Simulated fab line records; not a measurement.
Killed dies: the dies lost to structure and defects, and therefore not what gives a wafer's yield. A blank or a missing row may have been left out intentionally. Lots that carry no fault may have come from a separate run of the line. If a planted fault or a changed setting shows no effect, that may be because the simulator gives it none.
Lot-split experiment	flow n5Finfet	route with 1938 steps; 7 lots, 21 wafers read

THE SPLIT ITSELF
At N5_BEOL_M3_ETCH_64 (etches SOC in N2/H2, target depth 75 nm, overetch 15 nm, time 112.5 s), the setting biasW was moved away from the recipe's 150 W on 7 of the 21 wafers read, by -15.7% to +15.4%. All remaining wafers had this setting at the recipe value.

The reading comes from the split's own step.

THE READING
rfVppV, in V, at N5_BEOL_M3_ETCH_64 (etches SOC in N2/H2, target depth 75 nm, overetch 15 nm, time 112.5 s). On this fab line, fault-free wafers typically give 523.6 V with a standard deviation of 2.7 V.

wafer	tool, chamber at the split	biasW as run, W	against the recipe	rfVppV, V	against lot-mates on the recipe
L075.3	rieDiel-05, 1	150	recipe	527.8	-
L075.4	rieDiel-05, 3	167.2	+11.5%	557.4	+29.6
L075.5	rieDiel-05, 1	167.2	+11.5%	562.9	+35.1
L077.2	rieDiel-06, 0	173.1	+15.4%	571.3	+42.7
L077.3	rieDiel-06, 1	150	recipe	528.6	-
L077.4	rieDiel-06, 3	173.1	+15.4%	572.1	+43.5
L081.2	rieDiel-01, 3	150	recipe	520.4	-
L081.5	rieDiel-01, 3	142	-5.3%	502.4	-20.8
L081.6	rieDiel-01, 1	150	recipe	525.9	-
L080.1	rieDiel-06, 2	150	recipe	522.4	-
L080.3	rieDiel-06, 1	150	recipe	527.6	-
L080.5	rieDiel-06, 2	150	recipe	523.1	-
L085.2	rieDiel-05, 0	150	recipe	521.5	-
L085.4	rieDiel-05, 3	150	recipe	520.7	-
L085.6	rieDiel-05, 0	150	recipe	521.9	-
L088.1	rieDiel-06, 2	126.4	-15.7%	468.5	-56.0
L088.5	rieDiel-06, 2	150	recipe	522.4	-
L088.6	rieDiel-06, 1	150	recipe	526.7	-
L095.1	rieDiel-01, 0	150	recipe	524.3	-
L095.3	rieDiel-01, 2	150	recipe	522.6	-
L095.6	rieDiel-01, 1	161.5	+7.7%	550.7	+27.2

THE FIT
A straight line over all 21 wafers: rfVppV changes by +3.28 V for each +1% of biasW; r = +0.99; the points scatter about the line by 2.9 V.
The same after taking each lot's own level away (the mean of its wafers on the recipe; 21 wafers): +3.09 V for each +1%; r = +0.99; scatter 3.1 V.
According to that fit, moving biasW by its largest amount changes the reading by 49 V.
The lots' own levels span 521.37 to 528.60 V, that is 2.7 times the standard deviation above.
The two slopes agree, so the slope changes little with the lot-to-lot level.
Check: with one of the wafers moved furthest among these (-15.7%) left out of the fit, the line predicts -46.2 V for it against its lot-mates. It came out at -56 V against them.
Tool readings at the split's step, against how far the setting was moved: rfVppV r = +0.99.

OTHER SPLITS APPLIED TO THESE WAFERS
These wafers also went through other splits before the reading. Each is held against what the fit with the lots' levels taken away leaves over:
other split on the same wafers	wafers away from the commonest value	r with rfVppV (lot level and that fit taken away)
N5_BEOL_M0_ETCH_138 biasW	5	-0.29
N5_BEOL_M0_ETCH_128 sourceW	7	-0.28
N5_BEOL_M0_ETCH_109 biasW	7	+0.05
N5_BEOL_M2_EXPOSE_08 doseMj	3	-0.03

THE WHOLE CHAIN: every reading that the file lists as answering this split, in the file's order
step	what it does	reading	change (the file's fit)	r (the file's)
N5_BEOL_M3_ETCH_64	etches SOC in N2/H2, target depth 75 nm, overetch 15 nm, time 112.5 s	rfVppV	+3.18 V for each +1% of the setting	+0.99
N5_BEOL_M3_ETCH_64	etches SOC in N2/H2, target depth 75 nm, overetch 15 nm, time 112.5 s	SiARC_of_BEOL_M3_COAT_62.thkNm (the simulator's own value, which no gauge read)	-0.0608 nm for each +1% of the setting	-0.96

FILE'S OWN FIT
rfVppV changes by +3.18 V for each +1% of biasW, r = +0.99.
